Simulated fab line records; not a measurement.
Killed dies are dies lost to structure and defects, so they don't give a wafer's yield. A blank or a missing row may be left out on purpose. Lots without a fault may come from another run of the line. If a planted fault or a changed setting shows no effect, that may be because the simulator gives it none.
A lot that was struck, set against a sound lot || flow nand harc || 14 steps out of a route of 1302
Sound: the wafers L494.3, L494.5, L494.6. Wafers struck: L507.1, L507.4, L507.5. The cause is named last.
Order at every step that has rows: each side's tool, ch and its chambers, its first start. Under that, the readings that differ: sound wafers || struck wafers || difference of the means || sigmas: that difference in standard deviations of wafers without a fault.
alike: readings with means less than 2 such deviations apart, plus words and numbers identical on both sides. not compared: withheld readings, readings lacking a value on some wafer, bounds such as >300 that could conceal the same value, and numbers that have no deviation in the record and whose values overlap.
Wherever a step has rows on one side only, a row that says differs or no value, or a row with sigmas, the two part there. Numbers that don't overlap but have no deviation are shown without sigmas and don't part them. Lack of a reading on every wafer of one side parts them only where that side has two or more wafers.

first, 1 step without rows for these wafers: NHARC_P_ZERO_WELL_HARDBAKE_12 (time 65 s).
NHARC_P_ZERO_WELL_DESCUM_13: chemistry O2, time 3 s.
  sound on rie diel-03 ch 1,2,3, day 1 21:18; struck on rie diel-02 ch 1,2,3, day 7 07:25
  alike: drypump motor current A, oes product au, rf vpp V, showerhead plenum p Torr, throttle valve pct
  not compared: rf hours counter h
NHARC_P_ZERO_WELL_ETCH_65: etches the open film in N2/H2, target depth 80 nm, overetch 24 nm, time 87.88 s.
  sound on rie diel-03 ch 2,3, day 1 21:21; struck on rie diel-02 ch 0,2,3, day 7 07:30
  alike: drypump motor current A, n2 flow sccm, oes product au, rf vpp V, showerhead plenum p Torr, throttle valve pct
  not compared: rf hours counter h
NHARC_P_ZERO_WELL_ETCH_62: etches the open film in CHF3/Ar, target depth 13 nm, time 6.5 s.
  sound on rie diel-03 ch 0,3; struck on rie diel-02 ch 1,2,3
  alike: chf3 flow sccm, drypump motor current A, oes product au, rf vpp V, showerhead plenum p Torr, throttle valve pct
  not compared: rf hours counter h
NHARC_P_ZERO_WELL_ETCH_63: etches the open film in HBr/Cl2, target depth 120 nm, time 40.1 s.
  sound on rie si-06 ch 1,2,3, day 1 21:34; struck on rie si-03 ch 0,1,2, day 7 07:41
  alike: drypump motor current A, oes product au, throttle valve pct
  not compared: rf hours counter h
then, 7 steps without rows for these wafers: NHARC_P_ZERO_WELL_STRIP_15 (strips in SPM, time 900 s); NHARC_P_ZERO_WELL_DEHYDRATE_16 (time 120 s); NHARC_P_ZERO_WELL_HMDS_17 (time 30 s); NHARC_P_ZERO_WELL_COAT_18; NHARC_P_ZERO_WELL_SOFTBAKE_19 (time 95 s); NHARC_P_ZERO_WELL_EBR_20; NHARC_P_ZERO_WELL_EXPOSE_21 (exposes mask P NWELL, target cd 720 nm).
NHARC_P_ZERO_WELL_PEB_22: peb time 85 s.
  sound on litho track-03 ch 0, day 1 22:22; struck on litho track-02, day 7 08:23
  no value came back on the struck wafers for chill plate temp C (C), exhaust pa (Pa); on the sound wafers chill plate temp C (C) reads 22.90 22.96 22.96
then, 1 step without rows for these wafers: NHARC_P_ZERO_WELL_DEVELOP_23 (time 70 s).

== WHERE THEY PART ==
NHARC_P_ZERO_WELL_PEB_22 only, going by this record.

WHY: what had been put in by the simulator
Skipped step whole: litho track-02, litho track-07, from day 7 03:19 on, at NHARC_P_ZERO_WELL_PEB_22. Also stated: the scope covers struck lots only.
